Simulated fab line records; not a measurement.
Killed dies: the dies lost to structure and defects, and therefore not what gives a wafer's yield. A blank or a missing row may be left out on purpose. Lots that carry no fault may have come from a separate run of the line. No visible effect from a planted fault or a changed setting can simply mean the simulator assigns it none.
Which of the tools did it? + flow n5 finfet + 9 lots, 25 wafers sampled, at 5 steps of a route of 1938

WHAT EACH GAUGE READ, for each wafer
N5_BEOL_M4_RC_MEAS_101. Usual: DIBL_N 36.5 mV/V, standard deviation 2.2; DIBL_P 36.9 mV/V, standard deviation 2.9; IOFF_N 0.17 nA/um, standard deviation 0.044; IOFF_P 0.22 nA/um, standard deviation 0.052; ION_N 671 uA/um, standard deviation 16; ION_P 461 uA/um, standard deviation 10; SS_N 71.6 mV/dec, standard deviation 0.73; SS_P 73.5 mV/dec, standard deviation 0.79; VT_N 250 mV, standard deviation 4.1; VT_P -250 mV, standard deviation 4.1.
| lot  | measured     | on        | DIBL_N (mV/V)  | DIBL_P (mV/V)  | IOFF_N (nA/um) | IOFF_P (nA/um) | ION_N (uA/um) | ION_P (uA/um) | SS_N (mV/dec)  | SS_P (mV/dec)  | VT_N (mV)   | VT_P (mV)      | flag |
|------|--------------|-----------|----------------|----------------|----------------|----------------|---------------|---------------|----------------|----------------|-------------|----------------|------|
| L138 | day 8 10:38  | prober-01 | 34.2 35.1 32.4 | 34.7 37.1 30.0 | 0.12 0.13 0.09 | 0.16 0.19 0.10 | 667 674 647   | 455 463 440   | 70.9 71.0 70.4 | 72.1 72.9 71.1 | 253 252 260 | -255 -254 -262 |      |
| L139 | day 9 04:32  | prober-02 | 35.9 36.7 35.2 | 36.2 36.3 36.0 | 0.15 0.15 0.14 | 0.21 0.20 0.21 | 666 656 664   | 459 453 461   | 70.7 71.3 71.9 | 73.0 73.7 73.2 | 249 250 253 | -249 -252 -248 |      |
| L140 | day 9 11:28  | prober-01 | 34.2 37.0 35.7 | 34.5 38.1 37.1 | 0.11 0.16 0.13 | 0.18 0.22 0.21 | 655 655 668   | 451 448 463   | 71.1 72.2 71.2 | 72.1 73.3 72.9 | 258 250 252 | -254 -252 -251 |      |
| L145 | day 10 03:28 | prober-01 | 37.2 33.1 36.8 | 36.5 31.3 36.6 | 0.16 0.11 0.16 | 0.25 0.18 0.24 | 671 648 660   | 462 447 462   | 71.9 71.2 71.2 | 73.6 73.2 73.8 | 252 255 250 | -246 -248 -247 |      |
| L151 | day 12 01:53 | prober-02 | 35.8 38.2 36.5 | 35.7 39.1 37.2 | 0.16 0.18 0.17 | 0.19 0.24 0.22 | 689 670 680   | 471 456 466   | 71.6 71.8 71.3 | 73.1 73.7 73.1 | 247 248 249 | -249 -249 -251 |      |
| L155 | day 13 02:46 | prober-02 | 34.6 38.4 37.3 | 35.2 41.1 39.9 | 0.13 0.23 0.18 | 0.19 0.30 0.30 | 662 700 656   | 461 477 459   | 71.6 71.5 71.9 | 72.9 74.3 74.1 | 252 240 248 | -250 -246 -244 |      |
| L156 | day 13 09:13 | prober-01 | 32.5 40.5 35.3 | 32.7 41.8 35.7 | 0.11 0.22 0.14 | 0.14 0.26 0.18 | 658 677 657   | 455 461 453   | 69.8 72.3 70.3 | 71.9 75.3 73.5 | 252 247 251 | -255 -249 -253 |      |
| L157 | day 13 09:28 | prober-02 | 34.6 36.5      | 34.3 37.3      | 0.13 0.18      | 0.16 0.20      | 652 669       | 445 453       | 71.5 71.7      | 72.7 73.7      | 253 245     | -253 -250      |      |
| L159 | day 14 06:13 | prober-02 | 38.1 36.0      | 37.4 34.1      | 0.16 0.12      | 0.24 0.16      | 648 654       | 447 448       | 71.6 71.5      | 74.0 72.8      | 252 256     | -250 -254      |      |

WHICH TOOL RAN EACH LOT (tool, then ch and the chambers of the sampled wafers, then the start)
| lot  | N5_BEOL_M0_SAQP_HM_OPEN_112       | N5_BEOL_M0_SAQP_ETCH_101          | N5_BEOL_M0_SAQP_ETCH_107          | N5_BEOL_M0_SAQP_STRIP_108         |
|------|-----------------------------------|-----------------------------------|-----------------------------------|-----------------------------------|
| L138 | rie diel-03 ch 1,2,3, day 5 17:31 | rie diel-03 ch 0,1,3, day 5 19:14 | rie diel-01 ch 1,3, day 5 19:58   | rie diel-01 ch 1,3, day 5 20:00   |
| L139 | rie diel-01 ch 1,3, day 5 23:31   | rie diel-03 ch 0,1,2, day 6 00:56 | rie diel-01 ch 0,1,3, day 6 01:40 | rie diel-01 ch 0,1,3, day 6 01:42 |
| L140 | rie diel-01 ch 0,1,2, day 6 11:35 | rie diel-01 ch 0,1,2, day 6 13:08 | rie diel-01 ch 0,1,2, day 6 13:50 | rie diel-01 ch 0,1,2, day 6 13:53 |
| L145 | rie diel-03 ch 0,1,2, day 7 02:19 | rie diel-03 ch 0,1,3, day 7 03:43 | rie diel-03 ch 0,1,2, day 7 04:32 | rie diel-03 ch 0,1,2, day 7 04:34 |
| L151 | rie diel-01 ch 0,1,3, day 8 23:49 | rie diel-01 ch 0,2,3, day 9 01:24 | rie diel-04 ch 0,1,3, day 9 02:24 | rie diel-04 ch 0,1,3, day 9 02:26 |
| L155 | rie diel-04 ch 1,2,3, day 9 17:25 | rie diel-03 ch 0,2,3, day 9 18:49 | rie diel-04 ch 0,1,3, day 9 19:39 | rie diel-04 ch 0,1,3, day 9 19:41 |
| L156 | rie diel-03 ch 1,3, day 10 03:40  | rie diel-01 ch 2,3, day 10 05:06  | rie diel-04 ch 0,2, day 10 05:50  | rie diel-04 ch 0,2, day 10 05:52  |
| L157 | rie diel-01 ch 2,3, day 10 08:39  | rie diel-03 ch 1,2, day 10 10:17  | rie diel-01 ch 2,3, day 10 10:59  | rie diel-01 ch 2,3, day 10 11:02  |
| L159 | rie diel-01 ch 1,2, day 10 20:07  | rie diel-04 ch 0,1, day 10 22:41  | rie diel-04 ch 0,3, day 10 23:27  | rie diel-04 ch 0,3, day 10 23:29  |
- N5_BEOL_M0_SAQP_HM_OPEN_112: chemistry CHF3/O2, target SiO2, stops on a-Si, target depth 12 nm, time 13.5 s.
- N5_BEOL_M0_SAQP_ETCH_101: etches SiNx in CH3F/O2, target depth 29.9 nm, time 42.7 s.
- N5_BEOL_M0_SAQP_ETCH_107: etches SiNx in CH3F/O2, target depth 30 nm.
- N5_BEOL_M0_SAQP_STRIP_108: strips in N2/H2.

WHAT THE TOOLS THEMSELVES READ (means of the sampled wafers that have a number; where no wafer has one, the mark that the record gives instead)
N5_BEOL_M0_SAQP_HM_OPEN_112. Usual: CHF3_flow_sccm 50.04 sccm, standard deviation 0.15; drypump motor current A 5.4 A, standard deviation 0.43; oes product au 0.54 a.u., standard deviation 0.064; rf fwd power W 644 W, standard deviation 3; rf vpp V 528 V, standard deviation 13; showerhead plenum p Torr 2.39 Torr, standard deviation 0.084; throttle valve pct 18.86 %, standard deviation 0.26.
| lot  | tool        | CHF3_flow_sccm (sccm) | drypump motor current A (A) | oes product au (a.u.) | rf fwd power W (W) | rf vpp V (V) | showerhead plenum p Torr (Torr) | throttle valve pct (%) | flag |
|------|-------------|-----------------------|-----------------------------|-----------------------|--------------------|--------------|---------------------------------|------------------------|------|
| L138 | rie diel-03 | 50.01                 | 5.6                         | 0.53                  | 644                | 524          | 2.41                            | 18.95                  |      |
| L139 | rie diel-01 | 49.99                 | 5.3                         | 0.49                  | 643                | 523          | 2.39                            | 19.14                  |      |
| L140 | rie diel-01 | 50.03                 | 5.3                         | 0.53                  | 646                | 539          | 2.31                            | 18.92                  |      |
| L145 | rie diel-03 | 50.12                 | 5.2                         | 0.55                  | 644                | 520          | 2.46                            | 18.83                  |      |
| L151 | rie diel-01 | 50.07                 | 5.3                         | 0.58                  | 645                | 528          | 2.45                            | 18.80                  |      |
| L155 | rie diel-04 | 49.92                 | 5.6                         | 0.48                  | 642                | 518          | 2.35                            | 18.84                  |      |
| L156 | rie diel-03 | 49.93                 | 6.0                         | 0.52                  | 646                | 527          | 2.38                            | 19.02                  |      |
| L157 | rie diel-01 | 50.20                 | 5.5                         | 0.59                  | 650                | 532          | 2.41                            | 18.51                  |      |
| L159 | rie diel-01 | 49.95                 | 5.2                         | 0.53                  | 645                | 540          | 2.33                            | 18.91                  |      |

N5_BEOL_M0_SAQP_ETCH_101. Usual: drypump motor current A 5.5 A, standard deviation 0.48; oes product au 0.83 a.u., standard deviation 0.093; rf fwd power W 392.6 W, standard deviation 1.5; rf vpp V 299 V, standard deviation 7.3; showerhead plenum p Torr 1.99 Torr, standard deviation 0.069; throttle valve pct 16.36 %, standard deviation 0.24.
| lot  | tool        | drypump motor current A (A) | oes product au (a.u.) | rf fwd power W (W) | rf vpp V (V) | showerhead plenum p Torr (Torr) | throttle valve pct (%) | flag |
|------|-------------|-----------------------------|-----------------------|--------------------|--------------|---------------------------------|------------------------|------|
| L138 | rie diel-03 | 5.6                         | 0.87                  | 392.0              | 298          | 2.03                            | 16.34                  |      |
| L139 | rie diel-03 | 5.2                         | 0.85                  | 392.5              | 296          | 2.05                            | 16.33                  |      |
| L140 | rie diel-01 | 5.3                         | 0.81                  | 391.9              | 306          | 1.91                            | 16.46                  |      |
| L145 | rie diel-03 | 5.6                         | 1.06                  | 393.6              | 297          | 2.03                            | 16.39                  |      |
| L151 | rie diel-01 | 5.5                         | 0.94                  | 392.7              | 304          | 2.04                            | 16.05                  |      |
| L155 | rie diel-03 | 5.4                         | 0.86                  | 392.1              | 294          | 2.04                            | 16.35                  |      |
| L156 | rie diel-01 | 5.5                         | 0.91                  | 392.9              | 298          | 2.02                            | 16.02                  |      |
| L157 | rie diel-03 | 5.3                         | 0.77                  | 392.8              | 297          | 2.00                            | 16.51                  |      |
| L159 | rie diel-04 | 5.5                         | 0.83                  | 392.2              | 303          | 2.02                            | 16.41                  |      |

N5_BEOL_M0_SAQP_ETCH_107. Usual: drypump motor current A 5.5 A, standard deviation 0.49; oes product au 0.81 a.u., standard deviation 0.097; rf fwd power W 389.9 W, standard deviation 1.9; rf vpp V 298 V, standard deviation 7.1; showerhead plenum p Torr 1.98 Torr, standard deviation 0.072; throttle valve pct 16.39 %, standard deviation 0.24.
| lot  | tool        | drypump motor current A (A) | oes product au (a.u.) | rf fwd power W (W) | rf vpp V (V) | showerhead plenum p Torr (Torr) | throttle valve pct (%) | flag |
|------|-------------|-----------------------------|-----------------------|--------------------|--------------|---------------------------------|------------------------|------|
| L138 | rie diel-01 | 5.3                         | 0.74                  | 391.0              | 296          | 1.98                            | 16.65                  |      |
| L139 | rie diel-01 | 5.3                         | 0.71                  | 390.6              | 299          | 1.96                            | 16.60                  |      |
| L140 | rie diel-01 | 5.3                         | 0.80                  | 391.4              | 306          | 1.91                            | 16.45                  |      |
| L145 | rie diel-03 | 5.2                         | 0.84                  | 389.2              | 296          | 2.05                            | 16.34                  |      |
| L151 | rie diel-04 | 5.8                         | 0.82                  | 388.8              | 301          | 2.01                            | 16.44                  |      |
| L155 | rie diel-04 | 5.8                         | 0.82                  | 389.1              | 300          | 2.01                            | 16.45                  |      |
| L156 | rie diel-04 | 4.9                         | 0.76                  | 390.0              | 292          | 1.93                            | 16.30                  |      |
| L157 | rie diel-01 | 5.5                         | 0.91                  | 391.7              | 300          | 2.00                            | 16.02                  |      |
| L159 | rie diel-04 | 5.8                         | 0.81                  | 389.8              | 298          | 2.02                            | 16.48                  |      |

N5_BEOL_M0_SAQP_STRIP_108. Usual: for drypump motor current A, 5.5 A with a standard deviation of 0.5; for oes product au, 0.81 a.u. with a standard deviation of 0.094; for rf fwd power W, 490.5 W with a standard deviation of 2.6; for rf vpp V, 121.7 V with a standard deviation of 1; for showerhead plenum p Torr, 3.33 Torr with a standard deviation of 0.1; for temp c, 40.00 C with a standard deviation of 0.1; for throttle valve pct, 18.9 % with a standard deviation of 0.43.
| lot  | tool        | drypump motor current A (A) | oes product au (a.u.) | rf fwd power W (W) | rf vpp V (V) | showerhead plenum p Torr (Torr) | temp c (C) | throttle valve pct (%) | flag |
|------|-------------|-----------------------------|-----------------------|--------------------|--------------|---------------------------------|------------|------------------------|------|
| L138 | rie diel-01 | 5.3                         | 0.73                  | 490.2              | 121.2        | 3.28                            | 39.98      | 19.1                   |      |
| L139 | rie diel-01 | 5.3                         | 0.71                  | 490.9              | 121.4        | 3.26                            | 40.11      | 19.0                   |      |
| L140 | rie diel-01 | 5.3                         | 0.81                  | 491.1              | 121.1        | 3.22                            | 40.01      | 19.0                   |      |
| L145 | rie diel-03 | 5.2                         | 0.83                  | 491.8              | 122.3        | 3.42                            | 40.01      | 18.7                   |      |
| L151 | rie diel-04 | 5.8                         | 0.82                  | 489.0              | 122.7        | 3.38                            | 40.00      | 19.1                   |      |
| L155 | rie diel-04 | 5.8                         | 0.81                  | 488.6              | 122.5        | 3.38                            | 39.85      | 19.1                   |      |
| L156 | rie diel-04 | 4.9                         | 0.77                  | 489.7              | 121.7        | 3.29                            | 39.94      | 19.2                   |      |
| L157 | rie diel-01 | 5.5                         | 0.91                  | 491.2              | 121.3        | 3.33                            | 40.04      | 18.6                   |      |
| L159 | rie diel-04 | 5.8                         | 0.81                  | 489.2              | 121.8        | 3.40                            | 39.87      | 19.3                   |      |

THE ANSWER, worked out from the rows above alone
Rule: a lot is off if the mean of its wafers that have a number lies more than 3 standard deviations from the usual mean. A lot without any number at a reading at which 4 lots or more have one is off too. All remaining lots with rows at the step are treated as sound. After the gauges, taken in route order, come the tools' own readings; for these a lot's mean is taken, as printed above. The first step at which some lot is off is used, and at that step the reading that is off furthest; a lot without a number counts as furthest.
None of the lots is off at any reading shown; this tells nothing.

WHAT WAS PUT IN BY THE SIMULATOR
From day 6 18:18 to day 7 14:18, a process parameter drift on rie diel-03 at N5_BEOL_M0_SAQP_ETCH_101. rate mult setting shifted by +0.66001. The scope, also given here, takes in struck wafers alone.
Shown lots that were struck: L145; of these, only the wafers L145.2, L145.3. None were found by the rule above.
